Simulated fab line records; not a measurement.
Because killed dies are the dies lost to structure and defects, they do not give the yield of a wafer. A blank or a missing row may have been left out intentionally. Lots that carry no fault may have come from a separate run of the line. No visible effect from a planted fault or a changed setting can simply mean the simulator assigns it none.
A struck lot beside a sound one | flow nand harc | 14 steps out of a route of 1302
Sound: these wafers, L488.1, L488.3, L488.6. Struck: wafer L494.1 (L494.4, L494.6, from the same lot, were not struck and are left out); the cause is given at the end.
Order at every step that has rows: each side's tool, ch and its chambers, its first start. Under that, the readings that differ: sound wafers | struck wafers | difference of the means | sigmas: that difference in standard deviations of wafers without a fault.
alike: words and numbers the same on both sides, and readings whose means are apart by under 2 such deviations; not compared: readings that were withheld, readings missing a value for some wafer, numbers with overlapping values and no deviation given by the record, and bounds like >300 which may hide the same value.
A row with sigmas, a row that says differs or no value, or rows on one side alone: a step with any of these is where the two part. When numbers do not overlap yet have no deviation, they are printed without sigmas and do not part them. Lack of a reading on every wafer of one side parts them only where that side has two or more wafers.

NHARC_P_GATE_RTA_82: time 30 s.
  sound on rtp anneal-01 ch 0, day 6 22:12; struck on rtp anneal-01 ch 0, day 9 15:13
  alike: lamp power pct, lamp_zone_6_pct, wafer_temp_C_max
NHARC_P_GATE_INSPECT_68:
  sound on defect inspect-02 at day 6 22:24; struck on defect inspect-01 at day 9 15:35
  alike: raw defect count
NHARC_P_CONTACT_DEP_30: deposits SiNx, target thk 30 nm.
  sound on pecvd-03 ch 0,1,2, day 6 22:30; struck on pecvd-04 ch 0, day 9 15:38
  alike: heater power w
NHARC_P_CONTACT_DEP_00: deposits SiO2, target thk 500 nm.
  sound on pecvd-03 ch 0,1,2; struck on pecvd-04 ch 0
  reading                | sound          | struck | difference | sigmas
  throttle valve pct (%) | 16.6 16.2 15.7 | 14.2   | -2.0       | -3
  alike: heater power w
NHARC_P_CONTACT_CMP_01: polishes SiO2, target thk 200 nm.
  sound on cmp-01 ch 0,1,3, day 6 23:14; struck on cmp-01 ch 0, day 9 16:23
  alike: motor current A
then, 6 steps without rows for these wafers: NHARC_P_CONTACT_SRD_03; NHARC_P_CONTACT_DEHYDRATE_04 (time 120 s); NHARC_P_CONTACT_HMDS_05 (time 30 s); NHARC_P_CONTACT_COAT_33 (time 75 s); NHARC_P_CONTACT_COAT_34 (time 65 s); NHARC_P_CONTACT_COAT_06 (resist thk 90 nm).
NHARC_P_CONTACT_SOFTBAKE_07: time 55 s.
  sound on litho track-06 ch 0, day 6 23:00; struck on litho track-06 ch 0, day 9 16:00
  reading                  | sound                | struck | difference | sigmas
  heater power total W (W) | 188.47 188.44 188.45 | 323.09 | +134.64    | +99 or more
  alike: exhaust pa
then, 2 steps without rows for these wafers: NHARC_P_CONTACT_EBR_08; NHARC_END_SORT_01.

== WHERE THEY PART ==
Earliest at NHARC_P_CONTACT_DEP_00; latest, in this record, at NHARC_P_CONTACT_SOFTBAKE_07.

WHY: whatever the simulator had introduced
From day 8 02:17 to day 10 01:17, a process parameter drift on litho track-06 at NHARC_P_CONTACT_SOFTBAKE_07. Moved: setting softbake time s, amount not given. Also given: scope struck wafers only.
